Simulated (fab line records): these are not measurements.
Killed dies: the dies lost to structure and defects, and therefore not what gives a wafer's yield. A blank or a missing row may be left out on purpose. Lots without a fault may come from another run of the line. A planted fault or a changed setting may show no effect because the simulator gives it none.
The tool behind it: which one? | flow nand_harc | Sampling: 13 lots, 39 wafers, 5 of 1159 route steps

== WHAT EACH GAUGE READ, for each wafer ==
NHARC_A_CONTACT_INSPECT_71. Usual: 30 for raw_defect_count, sd 14.
lot  | measured     | on                | raw_defect_count | flag
L901 | day 16 23:07 | defect_inspect-01 | 11 8 15          |
L906 | day 17 10:02 | defect_inspect-01 | 22 29 30         |
L908 | day 17 20:24 | defect_inspect-02 | 18 34 26         |
L904 | day 17 22:55 | defect_inspect-01 | 27 33 24         |
L905 | day 18 02:16 | defect_inspect-02 | 22 21 23         |
L909 | day 19 00:37 | defect_inspect-02 | 26 28 32         |
L916 | day 20 05:58 | defect_inspect-01 | 53 55 44         |
L917 | day 20 16:50 | defect_inspect-02 | 26 43 20         |
L919 | day 21 09:01 | defect_inspect-01 | 39 49 49         |
L918 | day 21 12:46 | defect_inspect-02 | 8 10 4           |
L921 | day 21 14:21 | defect_inspect-01 | 41 28 38         |
L923 | day 22 13:08 | defect_inspect-02 | 17 14 23         |
L924 | day 22 18:43 | defect_inspect-02 | 43 52 45         |

NHARC_END_SORT_01. Usual: killed_at_array 29, standard deviation 10; killed_at_other 0.7, standard deviation 1.1; killed_at_periphery 3.2, standard deviation 2.2; killed_dies 33, standard deviation 11; killed_open 3.5, standard deviation 1.8; killed_short 2.0, standard deviation 1.4.
lot  | measured     | on        | killed_at_array | killed_at_other | killed_at_periphery | killed_dies | killed_open | killed_short | flag
L916 | day 23 14:08 | prober-02 | 676 673 670     | 0 0 0           | 1 4 7               | 677 677 677 | 2 1 9       | 0 1 2        | OFF
L917 | day 23 08:43 | prober-01 | 672 673 671     | 2 3 3           | 3 1 3               | 677 677 677 | 5 2 5       | 1 1 1        | OFF
L919 | day 24 09:04 | prober-02 | 674 675 674     | 0 0 0           | 3 2 3               | 677 677 677 | 2 5 3       | 3 1 2        | OFF

== WHICH TOOL RAN EACH LOT (tool, then ch and the chambers of the sampled wafers, then the start) ==
lot  | NHARC_A_CONTACT_ETCH_127             | NHARC_A_CONTACT_ETCH_129             | NHARC_A_CONTACT_ETCH_132
L901 | har_cap_etch-01 ch 0,1, day 17 00:47 | har_cap_etch-01 ch 0,1, day 17 01:04 | har_cap_etch-01 ch 0,1, day 17 01:29
L906 | har_cap_etch-01 ch 0,1, day 17 11:42 | har_cap_etch-01 ch 0,1, day 17 11:59 | har_cap_etch-01 ch 0,1, day 17 12:24
L908 | har_cap_etch-03 ch 0,1, day 17 22:16 | har_cap_etch-03 ch 0,1, day 17 22:33 | har_cap_etch-03 ch 0,1, day 17 22:59
L904 | har_cap_etch-01 ch 0,1, day 18 01:12 | har_cap_etch-01 ch 0,1, day 18 01:29 | har_cap_etch-01 ch 0,1, day 18 02:01
L905 | har_cap_etch-03 ch 0,1, day 18 04:26 | har_cap_etch-03 ch 0,1, day 18 04:43 | har_cap_etch-03 ch 0,1, day 18 05:09
L909 | har_cap_etch-01 ch 0,1, day 19 02:17 | har_cap_etch-01 ch 0,1, day 19 02:34 | har_cap_etch-01 ch 0,1, day 19 02:59
L916 | har_cap_etch-02 ch 0,1, day 20 07:50 | har_cap_etch-02 ch 0,1, day 20 08:07 | har_cap_etch-02 ch 0,1, day 20 08:33
L917 | har_cap_etch-01 ch 0,1, day 20 18:35 | har_cap_etch-01 ch 0,1, day 20 18:52 | har_cap_etch-01 ch 0,1, day 20 19:17
L919 | har_cap_etch-01 ch 0,1, day 21 10:46 | har_cap_etch-01 ch 0,1, day 21 11:02 | har_cap_etch-01 ch 0,1, day 21 11:28
L918 | har_cap_etch-02 ch 0,1, day 21 14:26 | har_cap_etch-02 ch 0,1, day 21 14:43 | har_cap_etch-02 ch 0,1, day 21 15:09
L921 | har_cap_etch-01 ch 0,1, day 21 16:04 | har_cap_etch-01 ch 0,1, day 21 16:21 | har_cap_etch-01 ch 0,1, day 21 16:46
L923 | har_cap_etch-02 ch 0,1, day 22 14:53 | har_cap_etch-02 ch 0,1, day 22 15:11 | har_cap_etch-02 ch 0,1, day 22 15:36
L924 | har_cap_etch-03 ch 0,1, day 22 20:37 | har_cap_etch-03 ch 0,1, day 22 20:54 | har_cap_etch-03 ch 0,1, day 22 21:20
- NHARC_A_CONTACT_ETCH_127: etches the open film in C4F8/O2/Ar, time 155 s, target depth 956 nm.
- NHARC_A_CONTACT_ETCH_129: etches the open film in C4F8/O2/Ar, time 155 s, target depth 956 nm.
- NHARC_A_CONTACT_ETCH_132: etches the open film in C4F8/O2/Ar, time 156 s, target depth 958 nm.

== AS READ BY THE TOOLS THEMSELVES (means over the sampled wafers that have a number; for cases with no such wafer, the mark the record gives instead) ==
NHARC_A_CONTACT_ETCH_127. Usual: chamber_pressure_mTorr 19.998 mTorr, standard deviation 0.017; oes_air_line_au 0.999 a.u., standard deviation 0.021.
lot  | tool            | chamber_pressure_mTorr (mTorr) | oes_air_line_au (a.u.) | flag
L901 | har_cap_etch-01 | 19.989                         | 0.973                  |
L906 | har_cap_etch-01 | 19.996                         | 1.000                  |
L908 | har_cap_etch-03 | 19.999                         | 0.992                  |
L904 | har_cap_etch-01 | 20.013                         | 1.024                  |
L905 | har_cap_etch-03 | 20.002                         | 0.998                  |
L909 | har_cap_etch-01 | 19.998                         | 1.005                  |
L916 | har_cap_etch-02 | -                              | -                      | OFF
L917 | har_cap_etch-01 | -                              | -                      | OFF
L919 | har_cap_etch-01 | -                              | -                      | OFF
L918 | har_cap_etch-02 | 20.005                         | 0.989                  |
L921 | har_cap_etch-01 | 19.997                         | 0.997                  |
L923 | har_cap_etch-02 | 19.978                         | 1.008                  |
L924 | har_cap_etch-03 | 19.999                         | 0.986                  |

NHARC_A_CONTACT_ETCH_129. Usual: chamber_pressure_mTorr 20.002 mTorr, standard deviation 0.016; oes_air_line_au 0.997 a.u., standard deviation 0.021.
lot  | tool            | chamber_pressure_mTorr (mTorr) | oes_air_line_au (a.u.) | flag
L901 | har_cap_etch-01 | 20.001                         | 1.018                  |
L906 | har_cap_etch-01 | 19.998                         | 1.014                  |
L908 | har_cap_etch-03 | 19.992                         | 0.991                  |
L904 | har_cap_etch-01 | 20.003                         | 0.991                  |
L905 | har_cap_etch-03 | 19.996                         | 1.024                  |
L909 | har_cap_etch-01 | 20.009                         | 0.997                  |
L916 | har_cap_etch-02 | 20.011                         | 0.995                  |
L917 | har_cap_etch-01 | 20.005                         | 1.001                  |
L919 | har_cap_etch-01 | 20.002                         | 0.999                  |
L918 | har_cap_etch-02 | 20.011                         | 1.001                  |
L921 | har_cap_etch-01 | 19.985                         | 1.000                  |
L923 | har_cap_etch-02 | 20.012                         | 0.987                  |
L924 | har_cap_etch-03 | 19.985                         | 0.981                  |

NHARC_A_CONTACT_ETCH_132. Usual: chamber_pressure_mTorr 20.001 mTorr, standard deviation 0.021; oes_air_line_au 0.998 a.u., standard deviation 0.019.
lot  | tool            | chamber_pressure_mTorr (mTorr) | oes_air_line_au (a.u.) | flag
L901 | har_cap_etch-01 | 19.999                         | 1.003                  |
L906 | har_cap_etch-01 | 20.012                         | 1.025                  |
L908 | har_cap_etch-03 | 19.999                         | 0.997                  |
L904 | har_cap_etch-01 | 20.024                         | 1.033                  |
L905 | har_cap_etch-03 | 20.008                         | 0.990                  |
L909 | har_cap_etch-01 | 19.997                         | 0.994                  |
L916 | har_cap_etch-02 | 20.003                         | 0.996                  |
L917 | har_cap_etch-01 | 20.008                         | 1.006                  |
L919 | har_cap_etch-01 | 19.997                         | 0.981                  |
L918 | har_cap_etch-02 | 19.995                         | 1.009                  |
L921 | har_cap_etch-01 | 19.981                         | 0.993                  |
L923 | har_cap_etch-02 | 20.004                         | 1.006                  |
L924 | har_cap_etch-03 | 20.003                         | 0.999                  |

== THE ANSWER, worked out from the rows above alone ==
Rule: take the mean of a lot's wafers that have a number; if it is more than 3 standard deviations from the usual mean, the lot is off. A lot without any number at a reading at which 4 lots or more have one is off too. All remaining lots with rows at the step are treated as sound. Order of review: gauges by route order, followed by the tools' own readings, for which a lot's mean as printed above is used. At the first step where some lot is off, the reading lying furthest off is the one used; lots without a number count as furthest.
Off, at NHARC_END_SORT_01 on killed_at_array: L916, L917, L919. Neither off nor sound, because the step has no rows for them: L901, L906, L908, L904, L905, L909, L918, L921, L923, L924.
A tool fits if, at a process step before that reading, it ran every lot that is off, and no sound lot after the first of them. Not tried: the gauges at NHARC_END_SORT_01; whatever is off there is also off at NHARC_A_CONTACT_ETCH_127, on other tools, and gauge error can't account for it. Of those tried, none fits.

== WHAT HAD BEEN PUT IN BY THE SIMULATOR ==
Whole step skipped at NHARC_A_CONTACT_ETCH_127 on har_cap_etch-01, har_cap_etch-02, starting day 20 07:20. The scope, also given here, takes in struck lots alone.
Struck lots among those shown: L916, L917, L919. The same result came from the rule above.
